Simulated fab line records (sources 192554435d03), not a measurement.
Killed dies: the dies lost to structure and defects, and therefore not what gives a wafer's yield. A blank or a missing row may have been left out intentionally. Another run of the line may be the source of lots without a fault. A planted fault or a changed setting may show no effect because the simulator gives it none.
Problem report in the 8D (eight disciplines) form, filled by code + flow n5_finfet + the parts of the form that need people (team, actions taken, sign-off) are left out

1. WHAT IS WRONG
At N5_MOL_CONTACT_COAG_ETCH_65, etch_rf_on_time_s averages 5.9 s over 3 wafers from 3 lots, while fault-free wafers read 10.3 s, standard deviation 0.45. Relative to the usual mean, that is a shift of -9.7 standard deviations.
The step: etches underlayer in N2/H2, target depth 13 nm, time 10.4 s.
Seen first at day 8 05:31 on rie_diel-05, wafer L705.1. Wafers with a number at this step in the record: 24, from 9 lots. Rule for "out", or "out of limits": more than 4 standard deviations from the usual mean. All remaining wafers that have a number are taken as sound.

2. WHAT IT IS, AND WHAT IT ISN'T
| question                    | is                     | is not                                                                                                  |
|-----------------------------|------------------------|---------------------------------------------------------------------------------------------------------|
| which readings at this step | etch_rf_on_time_s      | chamber_pressure_mTorr, drypump_motor_current_A, rf_vpp_V, showerhead_plenum_p_Torr, throttle_valve_pct |
| which lots                  | L705, L706, L707       | L694, L697, L700, L710, L714, L715                                                                      |
| which wafers of those lots  | L705.1, L706.1, L707.1 | L705.2, L706.5, L707.5                                                                                  |
| read on which tools         | rie_diel-05            | rie_diel-02                                                                                             |
| when                        | from day 8 05:31       | up to then (10 sound wafers); but 11 sound wafers of L706, L707, L710, L714, L715 came after            |

3. THE SUSPECTS, EACH WITH WHAT RULES IT OUT
Counting: if a tool at a process step up to the reading ran every lot that is out, it stays a suspect. Sound lots after the first of them don't rule it out here, since some wafers of a struck lot are sound.
- rie_diel-05 at N5_MOL_CONTACT_COAG_ETCH_65 (etches underlayer in N2/H2, target depth 13 nm, time 10.4 s): kept. Every lot that is out went through it, the first being L705 (day 8 05:31); the last sound lot it ran before that was L697 (day 6 02:57). Out on those wafers are its own readings of etch_rf_on_time_s.
- rie_diel-05, N5_MOL_CONTACT_COAG_ETCH_65: wafers that are out in chamber 0, sound lot-mates in chambers 2, 3.
The count leaves rie_diel-05 at N5_MOL_CONTACT_COAG_ETCH_65.

4. THE CAUSE (what the simulator had put in)
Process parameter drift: rie_diel-05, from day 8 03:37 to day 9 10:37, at N5_MOL_CONTACT_COAG_ETCH_65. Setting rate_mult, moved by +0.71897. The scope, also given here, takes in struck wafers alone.
Only this tool survived the counting.

5. SEQUENCE OF EFFECTS, ordered by route
Each row: a reading where the mean over the struck wafers with a number is more than 3 standard deviations away from the usual. Scope: only readings with a usual standard deviation given in the record; hours: median across lots of the time from each lot's start at the first step in this table that gives one to its start at this step; sigmas: change in usual standard deviations.
| hours | step                        | reading           | usual  | on struck wafers | change | sigmas |
|-------|-----------------------------|-------------------|--------|------------------|--------|--------|
| 0     | N5_MOL_CONTACT_COAG_ETCH_65 | etch_rf_on_time_s | 10.3 s | 5.9              | -4.4   | -9.7   |
Process steps it contains:
- N5_MOL_CONTACT_COAG_ETCH_65: etches underlayer in N2/H2, target depth 13 nm, time 10.4 s.
At these later measuring or inspecting steps, every struck wafer for which the step has a row has a number for every such reading, and none has moved that far: N5_BEOL_M4_RC_MEAS_101.

6. WHAT WOULD HAVE CAUGHT IT SOONER
The fault began at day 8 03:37; the first out-of-limits reading in this record came at day 8 05:31, 2 hours later.
